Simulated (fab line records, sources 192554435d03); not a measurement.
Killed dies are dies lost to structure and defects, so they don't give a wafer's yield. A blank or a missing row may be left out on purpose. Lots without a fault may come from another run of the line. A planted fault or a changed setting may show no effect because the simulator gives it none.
One fault seen from 2 desks | flow n5_finfet | each desk has only its own numbers; what lay behind them comes last

THE METROLOGY DESK
What the gauges read, lot by lot, whatever tool the lot ran on: means of the sampled wafers that have a number. A lot is out of limits, marked OUT, if its mean lies more than 4 standard deviations from the usual mean; the brackets give that distance. Of its 23 readings 7 are shown: those that lie furthest out on some lot.
Columns: A = COMB_M11 at N5_BEOL_M15_RC_MEAS_101, usual 1.49e-11 S/m; B = COMB_M7 at N5_BEOL_M15_RC_MEAS_101, usual 2.6e-11 S/m; C = COMB_M9 at N5_BEOL_M15_RC_MEAS_101, usual 1.5e-11 S/m; D = SERP_M10 at N5_BEOL_M15_RC_MEAS_101, usual 3.07 ohm/um; E = SERP_M13 at N5_BEOL_M15_RC_MEAS_101, usual 0.310 ohm/um; F = SERP_M6 at N5_BEOL_M15_RC_MEAS_101, usual 13.8 ohm/um; G = SERP_M9 at N5_BEOL_M15_RC_MEAS_101, usual 3.08 ohm/um
lot  | first seen here | A        | B       | C       | D    | E     | F    | G
L634 | day 14 05:20    | 1.53e-11 | 2.7e-11 | 1.7e-11 | 3.04 | 0.312 | 14.2 | 3.11
L636 | day 14 23:58    | 1.68e-11 | 3.1e-11 | 1.9e-11 | 3.13 | 0.315 | 14.2 | 3.04
L646 | day 16 22:47    | 1.34e-11 | 3.3e-11 | 2.1e-11 | 3.01 | 0.296 | 13.9 | 3.16
L633 | day 16 23:56    | 2.08e-11 | 3.0e-11 | 1.3e-11 | 3.00 | 0.303 | 14.8 | 3.13
L649 | day 18 05:08    | 1.39e-11 | 2.2e-11 | 1.4e-11 | 3.01 | 0.306 | 14.3 | 3.12
L652 | day 18 08:14    | 1.64e-11 | 2.1e-11 | 1.4e-11 | 2.92 | 0.311 | 14.3 | 2.87
L650 | day 18 12:29    | 1.27e-11 | 3.8e-11 | 1.4e-11 | 3.07 | 0.315 | 13.2 | 3.10
L654 | day 18 18:34    | 1.59e-11 | 2.1e-11 | 1.5e-11 | 3.03 | 0.319 | 13.4 | 3.00
This desk's finding: nothing out of limits on any of the 8 lots.

THE TOOL OWNER'S DESK: rie_diel-06
The tool's own readings at N5_BEOL_M13_ETCH_68 (etches SOC in N2/H2, time 355 s): means of the sampled wafers that have a number, for each lot that ran on this tool. A lot is out of limits, marked OUT, if its mean lies more than 4 standard deviations from the usual mean; the brackets give that distance.
Columns: A = chamber_pressure_mTorr at N5_BEOL_M13_ETCH_68, usual 30.00 mTorr; B = drypump_motor_current_A at N5_BEOL_M13_ETCH_68, usual 5.5 A; C = oes_product_au at N5_BEOL_M13_ETCH_68, usual 0.82 a.u.; D = rf_fwd_power_W at N5_BEOL_M13_ETCH_68, usual 2994 W; E = rf_vpp_V at N5_BEOL_M13_ETCH_68, usual 523.2 V; F = showerhead_plenum_p_Torr at N5_BEOL_M13_ETCH_68, usual 2.52 Torr; G = throttle_valve_pct at N5_BEOL_M13_ETCH_68, usual 17.71 %
lot  | first seen here | A     | B   | C    | D    | E     | F    | G
L634 | day 14 06:39    | 29.99 | 5.2 | 0.74 | 2986 | 523.6 | 2.51 | 17.89
L636 | day 15 03:58    | 30.01 | 5.3 | 0.73 | 2994 | 521.7 | 2.42 | 17.79
L646 | day 17 00:16    | 30.04 | 5.3 | 1.02 | 2998 | 522.0 | 2.51 | 17.87
This desk's finding: nothing out of limits on any of the 3 lots.

PUT TOGETHER
The metrology desk saw nothing out of limits.
The tool owner's desk saw nothing out of limits.

WHAT THE SIMULATOR HAD PUT IN
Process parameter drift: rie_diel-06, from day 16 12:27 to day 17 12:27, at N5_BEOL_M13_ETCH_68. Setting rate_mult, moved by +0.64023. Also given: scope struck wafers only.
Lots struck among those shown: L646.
